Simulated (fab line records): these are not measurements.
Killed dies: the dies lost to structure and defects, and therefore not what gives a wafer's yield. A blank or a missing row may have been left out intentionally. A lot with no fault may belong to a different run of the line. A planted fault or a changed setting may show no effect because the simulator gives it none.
Matching of chambers / flow nand_harc / 4 sister chambers for NHARC_A_M0_CMP_23 on cmp-03
The step polishes, t overpolish 20 s, target thk 113.75 nm. 8 wafers are shown with their chamber, then 12 later ones without.

== EACH WAFER AND ITS CHAMBER ==
wafer=L083.6; chamber=0; motor_current_A (A)=10.8; time_to_endpoint_s (s)=32.5
wafer=L085.2; chamber=2; motor_current_A (A)=13.5; time_to_endpoint_s (s)=32.1
wafer=L085.3; chamber=3; motor_current_A (A)=14.0; time_to_endpoint_s (s)=31.4
wafer=L087.5; chamber=1; motor_current_A (A)=11.7; time_to_endpoint_s (s)=30.8
wafer=L087.6; chamber=2; motor_current_A (A)=14.3; time_to_endpoint_s (s)=31.1
wafer=L089.1; chamber=0; motor_current_A (A)=11.2; time_to_endpoint_s (s)=30.4
wafer=L089.3; chamber=3; motor_current_A (A)=14.1; time_to_endpoint_s (s)=26.1
wafer=L089.5; chamber=1; motor_current_A (A)=10.8; time_to_endpoint_s (s)=25.0

== WAFERS WITH NO CHAMBER GIVEN ==
wafer=L091.2; motor_current_A (A)=11.2; time_to_endpoint_s (s)=31.1
wafer=L091.5; motor_current_A (A)=13.8; time_to_endpoint_s (s)=26.0
wafer=L091.6; motor_current_A (A)=11.5; time_to_endpoint_s (s)=26.2
wafer=L092.1; motor_current_A (A)=13.9; time_to_endpoint_s (s)=23.7
wafer=L092.5; motor_current_A (A)=11.0; time_to_endpoint_s (s)=27.1
wafer=L092.6; motor_current_A (A)=13.2; time_to_endpoint_s (s)=26.7
wafer=L090.3; motor_current_A (A)=11.5; time_to_endpoint_s (s)=29.0
wafer=L090.4; motor_current_A (A)=14.8; time_to_endpoint_s (s)=28.5
wafer=L090.6; motor_current_A (A)=11.7; time_to_endpoint_s (s)=29.6
wafer=L093.1; motor_current_A (A)=11.9; time_to_endpoint_s (s)=29.6
wafer=L093.3; motor_current_A (A)=14.6; time_to_endpoint_s (s)=26.1
wafer=L093.6; motor_current_A (A)=10.6; time_to_endpoint_s (s)=29.8

== WHICH CHAMBER EACH ONE RAN IN ==
wafer=L091.2; from the rows above=can't be placed: 0 or 1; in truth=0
wafer=L091.5; from the rows above=can't be placed: 3 or 2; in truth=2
wafer=L091.6; from the rows above=can't be placed: 1 or 0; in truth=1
wafer=L092.1; from the rows above=can't be placed: 3 or 2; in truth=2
wafer=L092.5; from the rows above=can't be placed: 1 or 0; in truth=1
wafer=L092.6; from the rows above=can't be placed: 3 or 2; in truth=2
wafer=L090.3; from the rows above=can't be placed: 1 or 0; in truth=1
wafer=L090.4; from the rows above=can't be placed: 3 or 2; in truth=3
wafer=L090.6; from the rows above=can't be placed: 1 or 0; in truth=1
wafer=L093.1; from the rows above=can't be placed: 1 or 0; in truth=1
wafer=L093.3; from the rows above=can't be placed: 3 or 2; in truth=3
wafer=L093.6; from the rows above=can't be placed: 0 or 1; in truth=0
Placed correctly: 0 of 12. Can't be placed from these rows: 12 (the true chamber is among the candidates in 12). 0 placed wrongly.
How it was worked out, from the rows above alone: a wafer's distance from a chamber is the root of the sum, over the readings, of the square of ((its reading less the chamber's mean) divided by the reading's scatter). If the next closest chamber is less than 2 further off than the closest, the wafer can't be placed; otherwise it belongs to the closest. For every chamber, the mean is computed from those of its wafers that are shown. The scatter: the root of (the sum of the squares of (reading less its chamber's mean) over the shown wafers, divided by (wafers less chambers)).
